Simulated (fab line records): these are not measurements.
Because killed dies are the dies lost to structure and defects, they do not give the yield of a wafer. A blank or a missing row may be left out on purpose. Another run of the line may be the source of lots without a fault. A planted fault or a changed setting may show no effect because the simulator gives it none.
Split-lot study / flow n5_finfet / 21 wafers read from 7 lots, route of 1938 steps

== ABOUT THE SPLIT ==
At N5_PASSIVATION_PECVD_00 (deposits SiO2 from SiH4/N2O, target thk 200 nm, time 11.2 s), the setting time_s was moved away from the recipe's 11.2 s on 11 of the 21 wafers read, by -7.2% to +9.9%. For the rest of the wafers, this setting stayed at what the recipe calls for.

The split's own step is where the reading is taken.

== THE READING ==
SiO2_of_PASSIVATION_PECVD_00.thk_nm (the simulator's own value, which no gauge read), in nm, at N5_PASSIVATION_PECVD_00 (deposits SiO2 from SiH4/N2O, target thk 200 nm, time 11.2 s). No usual value for it is given in the file. Here, 10 wafers ran the recipe; their average is 200.5 nm with a standard deviation of 2.8 nm.

wafer=L074.3; tool, chamber at the split=pecvd-02, 1; time_s as run, s=11.2; against the recipe=recipe; SiO2_of_PASSIVATION_PECVD_00.thk_nm, nm=199.2; against lot-mates on the recipe=-
wafer=L074.4; tool, chamber at the split=pecvd-02, 2; time_s as run, s=10.39; against the recipe=-7.2%; SiO2_of_PASSIVATION_PECVD_00.thk_nm, nm=187.6; against lot-mates on the recipe=-11.6
wafer=L074.6; tool, chamber at the split=pecvd-02, 0; time_s as run, s=10.39; against the recipe=-7.2%; SiO2_of_PASSIVATION_PECVD_00.thk_nm, nm=188; against lot-mates on the recipe=-11.2
wafer=L077.1; tool, chamber at the split=pecvd-03, 0; time_s as run, s=11.2; against the recipe=recipe; SiO2_of_PASSIVATION_PECVD_00.thk_nm, nm=202.2; against lot-mates on the recipe=-
wafer=L077.4; tool, chamber at the split=pecvd-03, 1; time_s as run, s=11.2; against the recipe=recipe; SiO2_of_PASSIVATION_PECVD_00.thk_nm, nm=203.4; against lot-mates on the recipe=-
wafer=L077.5; tool, chamber at the split=pecvd-03, 2; time_s as run, s=11.2; against the recipe=recipe; SiO2_of_PASSIVATION_PECVD_00.thk_nm, nm=205; against lot-mates on the recipe=-
wafer=L080.1; tool, chamber at the split=pecvd-01, 1; time_s as run, s=12.31; against the recipe=+9.9%; SiO2_of_PASSIVATION_PECVD_00.thk_nm, nm=215.6; against lot-mates on the recipe=+15.2
wafer=L080.4; tool, chamber at the split=pecvd-01, 0; time_s as run, s=11.2; against the recipe=recipe; SiO2_of_PASSIVATION_PECVD_00.thk_nm, nm=200.4; against lot-mates on the recipe=-
wafer=L080.5; tool, chamber at the split=pecvd-01, 1; time_s as run, s=12.31; against the recipe=+9.9%; SiO2_of_PASSIVATION_PECVD_00.thk_nm, nm=222.2; against lot-mates on the recipe=+21.8
wafer=L081.1; tool, chamber at the split=pecvd-01, 2; time_s as run, s=12.13; against the recipe=+8.3%; SiO2_of_PASSIVATION_PECVD_00.thk_nm, nm=215.2; against lot-mates on the recipe=+17.6
wafer=L081.2; tool, chamber at the split=pecvd-01, 1; time_s as run, s=12.13; against the recipe=+8.3%; SiO2_of_PASSIVATION_PECVD_00.thk_nm, nm=213.8; against lot-mates on the recipe=+16.2
wafer=L081.3; tool, chamber at the split=pecvd-01, 0; time_s as run, s=11.2; against the recipe=recipe; SiO2_of_PASSIVATION_PECVD_00.thk_nm, nm=197.6; against lot-mates on the recipe=-
wafer=L085.1; tool, chamber at the split=pecvd-01, 0; time_s as run, s=10.73; against the recipe=-4.2%; SiO2_of_PASSIVATION_PECVD_00.thk_nm, nm=192.4; against lot-mates on the recipe=-11.0
wafer=L085.4; tool, chamber at the split=pecvd-01, 2; time_s as run, s=10.73; against the recipe=-4.2%; SiO2_of_PASSIVATION_PECVD_00.thk_nm, nm=194.2; against lot-mates on the recipe=-9.2
wafer=L085.6; tool, chamber at the split=pecvd-01, 1; time_s as run, s=11.2; against the recipe=recipe; SiO2_of_PASSIVATION_PECVD_00.thk_nm, nm=203.4; against lot-mates on the recipe=-
wafer=L093.2; tool, chamber at the split=pecvd-02, 2; time_s as run, s=11.2; against the recipe=recipe; SiO2_of_PASSIVATION_PECVD_00.thk_nm, nm=196.2; against lot-mates on the recipe=-
wafer=L093.4; tool, chamber at the split=pecvd-02, 0; time_s as run, s=11.2; against the recipe=recipe; SiO2_of_PASSIVATION_PECVD_00.thk_nm, nm=199.4; against lot-mates on the recipe=-
wafer=L093.5; tool, chamber at the split=pecvd-02, 2; time_s as run, s=11.2; against the recipe=recipe; SiO2_of_PASSIVATION_PECVD_00.thk_nm, nm=197.8; against lot-mates on the recipe=-
wafer=L097.1; tool, chamber at the split=pecvd-01, 2; time_s as run, s=10.62; against the recipe=-5.2%; SiO2_of_PASSIVATION_PECVD_00.thk_nm, nm=193.8; against lot-mates on the recipe=no lot-mate on the recipe
wafer=L097.2; tool, chamber at the split=pecvd-01, 1; time_s as run, s=10.62; against the recipe=-5.2%; SiO2_of_PASSIVATION_PECVD_00.thk_nm, nm=190; against lot-mates on the recipe=no lot-mate on the recipe
wafer=L097.6; tool, chamber at the split=pecvd-01, 2; time_s as run, s=10.62; against the recipe=-5.2%; SiO2_of_PASSIVATION_PECVD_00.thk_nm, nm=194.4; against lot-mates on the recipe=no lot-mate on the recipe

FIT RESULTS
A straight line over all 21 wafers: SiO2_of_PASSIVATION_PECVD_00.thk_nm changes by +1.74 nm for each +1% of time_s; r = +0.97; the points scatter about the line by 2.5 nm.
The same after taking each lot's own level away (the mean of its wafers on the recipe; 18 wafers): +1.89 nm for each +1%; r = +0.98; scatter 1.9 nm.
Per that fit: largest time_s move, reading shift of 19 nm.
Across the lots, their own levels run from 197.60 to 203.53 nm, a range of 2.1 times the standard deviation given above.
Hence the lot-to-lot level has little effect on the slope; both slopes agree.
Check: with one of the wafers moved furthest among these (+9.9%) left out of the fit, the line predicts +20 nm for it against its lot-mates. It came out at +15.2 nm against them.

== ADDITIONAL SPLITS CARRIED BY THESE WAFERS ==
Before the reading, these wafers also passed through other splits. Each is held against what the fit with the lots' levels taken away leaves over:
other split on the same wafers=N5_BEOL_M14_ETCH_68 time_s; wafers away from the commonest value=7; r with SiO2_of_PASSIVATION_PECVD_00.thk_nm (lot level and that fit taken away)=+0.10
other split on the same wafers=N5_BEOL_M15_SPUTTER_44 power_w; wafers away from the commonest value=6; r with SiO2_of_PASSIVATION_PECVD_00.thk_nm (lot level and that fit taken away)=+0.01
other split on the same wafers=N5_BEOL_M15_CMP_49 down_force_psi; wafers away from the commonest value=8; r with SiO2_of_PASSIVATION_PECVD_00.thk_nm (lot level and that fit taken away)=-0.13

== THE FILE'S OWN FIT ==
SiO2_of_PASSIVATION_PECVD_00.thk_nm changes by +1.89 nm for each +1% of time_s, r = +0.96.
